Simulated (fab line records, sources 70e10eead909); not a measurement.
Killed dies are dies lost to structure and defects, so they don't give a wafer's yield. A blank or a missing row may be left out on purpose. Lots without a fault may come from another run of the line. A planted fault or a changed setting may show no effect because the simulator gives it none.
fab line records | flow nand_harc
record lots=14 wafers=42 last_day=33
route steps=1302 shown P_CONTACT@238 P_M0@261
lots that met no fault: from a run of the same line without faults
start_h: hours from the record's first day to the start of the lot's first wafer shown | wait_h: hours since the lot's step before | " the same as in the row above | L1.1+2: a row that stands for several wafers | - no value, or no start given | * or withheld: withheld | < > ~ a bound
route shown NAME@n: a module of which the file shows steps, and the number in the route of the first | usual: mean/standard deviation of fault-free wafers | same: alike in all rows | chamber/n: place in a boat | sites: the reading at each site | _std_site: their standard deviation | _edge_site: outer sites' mean less inner sites' | radius_mm: how far each site lies from the wafer's centre | mask NAME#n: copy n | behind: the tool/chamber that last shaped the wafer | hold: why the lot was held/for how many hours/how that ended | device: the transistor (n, p or np) that didn't switch | end of line: the same wafers' tests at the end of the route | a step without rows: its recipe alone | killed: dies lost to structure and defects at the first sort, not the wafer's yield | map: a wafer's dies, x killed, . not, _ none there
set.NAME: the setting as run; set.NAME@STEP: as run at that earlier step | model.NAME: the simulator's own value behind a step, which no gauge read
steps of the route over a sample of lots; a table a step, a row a wafer
services: from which hour (start_h, from the record's first day; less than 0 if before it) a tool's chamber was out of use, for how many hours, and why
## steps
# step NHARC_P_CONTACT_ETCH_18
# recipe target_depth_a=4810 time_s=240.5 c4f8_flow_sccm=20 o2_flow_sccm=10 ar_flow_sccm=withheld rf_w=600 bias_w=1500 chemistry=C4F8/O2/Ar
# usual oes_product_au=0.957/0.021 rf_vpp_V=979/6.5
# columns lot.wafer tool chamber start_h wait_h oes_product_au rf_hours_counter_h rf_vpp_V
L603.1 rie_diel-04 3 - - 0.979 2.7 978
L603.3 " 2 " " 0.985 3.5 986
L603.5 " 3 " " 0.981 - 977
L604.4 rie_diel-01 2 - - 0.960 3.0 981
L604.3 " 0 " " 0.955 2.1 991
L604.5 " 2 " " 0.974 - 982
L605.3 rie_diel-04 0 - - 0.967 3.5 982
L605.2 " 1 " " 0.965 4.1 970
L605.6 " 3 " " 0.969 - 977
L606.4 rie_diel-04 0 - - 0.960 3.8 982
L606.2 " 3 " " 0.969 3.8 978
L606.5 " 0 " " 0.958 - 980
L609.6 rie_diel-12 1 - - 0.999 - 976
L609.4 " 2 " " 0.990 - 983
L609.5 " 3 " " 0.999 - 970
L614.1 rie_diel-04 0 - - 0.941 1.5 982
L614.2 " 3 " " 0.941 1.6 976
L614.5 " 0 " " 0.920 - 982
L616.4 rie_diel-01 0 - - 0.966 1.1 989
L616.3 " 1 " " 0.969 1.1 970
L616.6 " 0 " " 0.967 - 989
L619.3 rie_diel-04 2 - - 0.959 2.6 989
L619.6 " 3 " " 0.963 - 975
L619.5 " 0 " " 0.952 - 982
L621.3 rie_diel-04 1 - - 0.972 2.3 972
L621.2 " 2 " " 0.974 3.5 989
L621.6 " 1 " " 0.983 - 972
L622.2 rie_diel-12 3 - - 0.930 1.6 969
L622.5 " 2 " " 0.933 - 982
L622.6 " 3 " " 0.939 - 969
L623.3 rie_diel-01 1 - - 0.952 3.2 970
L623.4 " 2 " " 0.931 3.2 981
L623.6 " 2 " " 0.938 - 982
L624.4 rie_diel-04 2 - - 0.962 4.3 988
L624.2 " 3 " " 0.972 4.1 978
L624.6 " 1 " " 0.962 - 972
L625.3 rie_diel-04 2 - - 0.962 4.7 990
L625.4 " 3 " " 0.966 4.7 977
L625.6 " 1 " " 0.974 - 972
L626.3 rie_diel-04 3 - - 0.986 5.1 978
L626.2 " 1 " " 0.965 4.2 971
L626.5 " 3 " " 0.987 - 977
# step NHARC_P_CONTACT_CVD_23
# recipe target_thk_a=2000 temp_c=300 pressure_torr=40 wf6_flow_sccm=40 h2_flow_sccm=1600 ar_flow_sccm=1560 time_s=557 material=W
# usual chamber_pressure_Torr=39.99/0.082 heater_power_w=467/35 throttle_valve_pct=7.89/0.26
# columns lot.wafer tool chamber start_h wait_h chamber_pressure_Torr heater_power_w throttle_valve_pct
L603.1 cvd_w-02 0 - - 39.90 428 7.92
L603.3 " 1 " " 40.07 452 7.80
L603.5 " 0 " " 40.00 425 7.90
L604.3 cvd_w-02 0 - - 39.92 421 8.09
L604.4 " 1 " " 40.15 454 7.78
L604.5 " 1 " " 40.16 477 8.13
L605.2 cvd_w-02 0 - - 40.00 430 8.19
L605.3 " 0 " " 39.84 436 7.61
L605.6 " 0 " " 39.95 421 7.66
L606.2 cvd_w-01 0 - - 39.93 499 8.08
L606.4 " 1 " " 40.18 504 8.26
L606.5 " 1 " " 40.02 525 7.82
L609.4 cvd_w-02 0 - - 40.10 432 7.86
L609.6 " 0 " " 40.05 426 7.78
L609.5 " 1 " " 39.99 460 7.64
L614.2 cvd_w-02 1 - - 39.78 463 7.87
L614.1 " 0 " " 39.97 433 7.90
L614.5 " 1 " " 39.99 468 8.06
L616.3 cvd_w-02 0 - - 40.03 426 7.96
L616.4 " 1 " " 40.09 469 7.71
L616.6 " 1 " " 40.02 463 8.14
L619.3 cvd_w-01 1 - - 40.10 531 7.44
L619.5 " 1 " " 40.04 524 7.57
L619.6 " 0 " " 39.97 471 7.61
L621.2 cvd_w-02 1 - - 39.92 468 7.76
L621.3 " 1 " " 40.10 469 7.74
L621.6 " 1 " " 39.96 471 7.61
L622.2 cvd_w-01 0 - - 39.98 464 7.69
L622.5 " 1 " " 40.00 526 7.58
L622.6 " 0 " " 40.02 469 7.51
L623.3 cvd_w-02 1 - - 39.95 460 7.74
L623.4 " 0 " " 39.97 411 8.13
L623.6 " 0 " " 39.98 421 8.32
L624.2 cvd_w-02 1 - - 40.12 464 7.33
L624.4 " 1 " " 40.01 463 7.57
L624.6 " 0 " " 39.80 414 8.40
L625.3 cvd_w-01 1 - - 39.93 520 7.59
L625.4 " 0 " " 39.95 478 7.68
L625.6 " 0 " " 39.93 484 8.05
L626.2 cvd_w-01 1 - - 39.89 514 7.82
L626.3 " 0 " " 40.18 467 7.49
L626.5 " 0 " " 40.09 466 7.69
# step NHARC_P_M0_PEB_07
# recipe peb_temp_c=100 peb_time_s=65
# usual chill_plate_temp_C=23.01/0.1 heater_power_total_W=156.6/0.42 plate_temp_C=100.01/0.12
# columns lot.wafer tool chamber start_h wait_h chill_plate_temp_C heater_power_total_W plate_temp_C
L603.1 litho_track-01 0 125.55 0.1 23.01 156.5 100.17
L603.3 " 0 " " 22.93 155.9 100.00
L603.5 " 0 " " 22.91 156.5 100.02
L604.3 litho_track-01 0 130.36 0.1 22.78 156.0 99.96
L604.4 " 0 " " 22.94 156.0 99.97
L604.5 " 0 " " 22.87 157.0 99.85
L605.2 litho_track-06 0 148.63 0.1 23.01 157.0 99.96
L605.3 " 0 " " 23.07 156.5 100.20
L605.6 " 0 " " 23.08 156.4 100.07
L606.2 litho_track-06 0 157.84 0.1 22.98 156.3 100.08
L606.4 " 0 " " 23.16 156.8 99.99
L606.5 " 0 " " 23.10 156.9 99.99
L609.4 litho_track-04 0 190.06 0.0 23.03 156.8 99.99
L609.5 " 0 " " 22.81 157.1 100.19
L609.6 " 0 " " 22.83 156.1 100.07
L614.1 litho_track-06 0 240.19 0.1 23.00 147.1 95.50
L614.2 " 0 " " 23.05 146.8 95.61
L614.5 " 0 " " 22.98 146.8 95.64
L616.3 litho_track-06 0 263.19 0.0 22.90 147.7 95.66
L616.4 " 0 " " 23.15 147.2 95.50
L616.6 " 0 " " 23.15 147.7 95.61
L619.3 litho_track-01 0 276.97 0.0 22.94 156.0 100.06
L619.5 " 0 " " 23.12 157.1 100.17
L619.6 " 0 " " 23.05 156.1 100.19
L621.2 litho_track-04 0 305.09 0.1 23.02 157.1 100.00
L621.3 " 0 " " 23.01 156.9 100.06
L621.6 " 0 " " 23.15 156.0 99.92
L622.2 litho_track-01 0 306.45 0.1 23.01 157.1 100.02
L622.5 " 0 " " 23.12 156.8 100.10
L622.6 " 0 " " 23.15 156.0 100.10
L623.3 litho_track-01 0 319.47 0.0 23.21 157.1 99.89
L623.4 " 0 " " 23.29 156.1 99.79
L623.6 " 0 " " 23.25 156.7 99.96
L624.2 litho_track-01 0 325.21 0.1 23.07 156.6 100.19
L624.4 " 0 " " 23.05 156.1 100.13
L624.6 " 0 " " 23.03 156.8 100.20
L625.3 litho_track-04 0 342.01 0.0 23.11 156.4 99.85
L625.4 " 0 " " 23.12 156.0 99.99
L625.6 " 0 " " 22.98 156.0 99.98
L626.2 litho_track-06 0 350.33 0.1 22.96 156.2 100.03
L626.3 " 0 " " 22.96 156.1 100.03
L626.5 " 0 " " 23.05 155.9 99.96
# step NHARC_P_M0_DESCUM_14
# recipe time_s=3 o2_flow_sccm=200 ar_flow_sccm=0 bias_power_w=0 chemistry=O2
# usual drypump_motor_current_A=5.6/0.42 oes_product_au=1.002/0.0074 rf_vpp_V=57.5/0.82 showerhead_plenum_p_Torr=1.90/0.073 throttle_valve_pct=11.312/0.0087
# columns lot.wafer tool chamber start_h wait_h drypump_motor_current_A oes_product_au rf_hours_counter_h rf_vpp_V showerhead_plenum_p_Torr throttle_valve_pct
L603.1 rie_diel-05 3 125.81 0.1 5.3 1.008 16 58.0 1.93 11.302
L603.3 " 1 " " 5.4 1.011 16 56.2 1.86 11.321
L603.5 " 0 " " 5.4 1.000 - 58.0 1.92 11.321
L604.3 rie_diel-03 2 130.63 0.1 6.3 1.001 3 58.4 1.94 11.313
L604.4 " 3 " " 5.9 1.003 3 57.9 1.86 11.318
L604.5 " 2 " " 6.2 1.002 - 57.7 1.94 11.300
L605.3 rie_diel-03 2 148.91 0.1 6.2 0.999 5 57.9 1.94 11.302
L605.2 " 1 " " 5.4 0.996 6 59.1 2.02 11.306
L605.6 " 2 " " 6.3 0.997 - 58.7 1.94 11.314
L606.2 rie_diel-03 2 158.12 0.1 6.3 1.003 7 57.9 1.94 11.306
L606.4 " 3 " " 5.9 0.994 6 58.2 1.86 11.322
L606.5 " 0 " " 5.3 0.996 - 57.7 1.78 11.295
L609.4 rie_diel-03 2 191.00 0.7 6.2 1.002 14 57.7 1.94 11.322
L609.6 " 3 " " 5.9 1.002 - 56.6 1.86 11.317
L609.5 " 0 " " 5.3 1.005 - 57.6 1.78 11.304
L614.1 rie_diel-03 3 240.47 0.1 5.9 1.004 22 56.3 1.85 11.305
L614.2 " 1 " " 5.4 0.995 22 56.5 2.01 11.319
L614.5 " 2 " " 6.2 0.998 - 57.4 1.94 11.302
L616.3 rie_diel-05 2 263.46 0.1 5.1 1.007 8 58.6 1.87 11.306
L616.4 " 0 " " 5.4 0.994 8 56.6 1.90 11.329
L616.6 " 1 " " 5.4 1.004 - 57.9 1.85 11.310
L619.3 rie_diel-03 0 277.26 0.1 5.3 0.992 28 57.5 1.78 11.307
L619.5 " 1 " " 5.4 1.003 - 57.1 2.01 11.313
L619.6 " 2 " " 6.2 0.995 - 56.8 1.93 11.312
L621.2 rie_diel-03 3 305.36 0.1 5.9 1.000 1 57.6 1.85 11.299
L621.3 " 0 " " 5.3 1.012 1 57.4 1.78 11.308
L621.6 " 0 " " 5.3 0.990 - 56.1 1.78 11.304
L622.2 rie_diel-13 0 306.73 0.1 6.4 1.001 53 57.0 1.86 11.325
L622.6 " 3 " " 5.2 1.000 - 57.6 1.85 11.314
L622.5 " 0 " " 6.4 1.002 - 58.0 1.86 11.313
L623.4 rie_diel-05 2 319.76 0.1 5.1 1.005 24 58.1 1.86 11.313
L623.3 " 3 " " 5.2 1.007 26 56.9 1.91 11.316
L623.6 " 1 " " 5.4 1.006 - 56.3 1.85 11.315
L624.2 rie_diel-13 0 325.47 0.1 6.4 1.012 57 57.4 1.86 11.307
L624.6 " 0 " " 6.3 1.008 - 58.5 1.86 11.307
L624.4 " 2 " " 5.2 1.006 - 57.7 1.88 11.305
L625.4 rie_diel-03 3 342.27 0.1 5.9 0.996 6 56.3 1.85 11.314
L625.3 " 0 " " 5.3 1.005 6 56.9 1.78 11.314
L625.6 " 0 " " 5.3 0.995 - 56.4 1.78 11.312
L626.2 rie_diel-03 0 350.59 0.1 5.3 1.001 6 56.6 1.78 11.313
L626.3 " 3 " " 5.9 1.005 7 58.0 1.85 11.302
L626.5 " 1 " " 5.4 0.988 - 56.8 2.01 11.314
## services
# columns tool chamber start_h hours kind
rie_diel-04 0 100.87 6.5 repair
rie_diel-01 0 101.95 13.0 repair
rie_diel-03 - 104.41 9.0 pm
rie_diel-03 0 127.01 3.0 repair
rie_diel-01 1 153.58 5.4 repair
litho_track-01 - 155.00 7.0 pm
rie_diel-05 0 163.39 3.4 repair
rie_diel-04 - 177.95 9.0 pm
litho_track-06 - 179.00 7.0 pm
cvd_w-01 - 185.00 13.0 pm
rie_diel-01 - 198.60 1.7 repair
rie_diel-04 1 202.27 5.6 repair
rie_diel-04 0 202.63 6.6 repair
litho_track-04 - 203.00 7.0 pm
rie_diel-01 - 203.95 9.0 pm
rie_diel-04 1 213.65 8.8 repair
rie_diel-04 1 262.72 10.7 repair
rie_diel-04 3 263.05 1.7 repair
cvd_w-02 - 269.00 13.0 pm
rie_diel-03 - 281.42 9.0 pm
rie_diel-03 2 308.46 2.3 repair
rie_diel-03 0 309.17 9.5 repair
litho_track-01 - 330.00 7.0 pm
rie_diel-03 2 346.74 2.9 repair
## key
first_sign step=NHARC_P_M0_PEB_07 reading=plate_temp_C direction=down sigmas=37 usual=* struck=*
effect step=NHARC_P_M0_PEB_07 reading=heater_power_total_W direction=down sigmas=22 usual=* struck=*
met_at NHARC_P_M0_PEB_07
struck_lots L614,L616
later_rows_left_out L614.1,L614.2,L614.5,L616.3,L616.4,L616.6
sort_left_out L614.1,L614.2,L614.5,L616.3,L616.4,L616.6
not_acting_at NHARC_P_CONTACT_ETCH_18,NHARC_P_CONTACT_CVD_23,NHARC_P_M0_DESCUM_14
onset_between 157.84 240.19
fault kind=process_parameter_drift tool=litho_track-06 chamber=- onset_h=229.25 steps=NHARC_P_M0_PEB_07 channel=peb_temp_c offset=* shape=step end_h=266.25 acts_in=* stated=*
# sort_left_out: the simulated sort isn't trusted on such a fault, so these wafers' sort isn't shown, and their yield isn't known
# later_rows_left_out: the simulator's readings of these wafers behind a module that went badly wrong aren't trusted and aren't shown, but for the sort
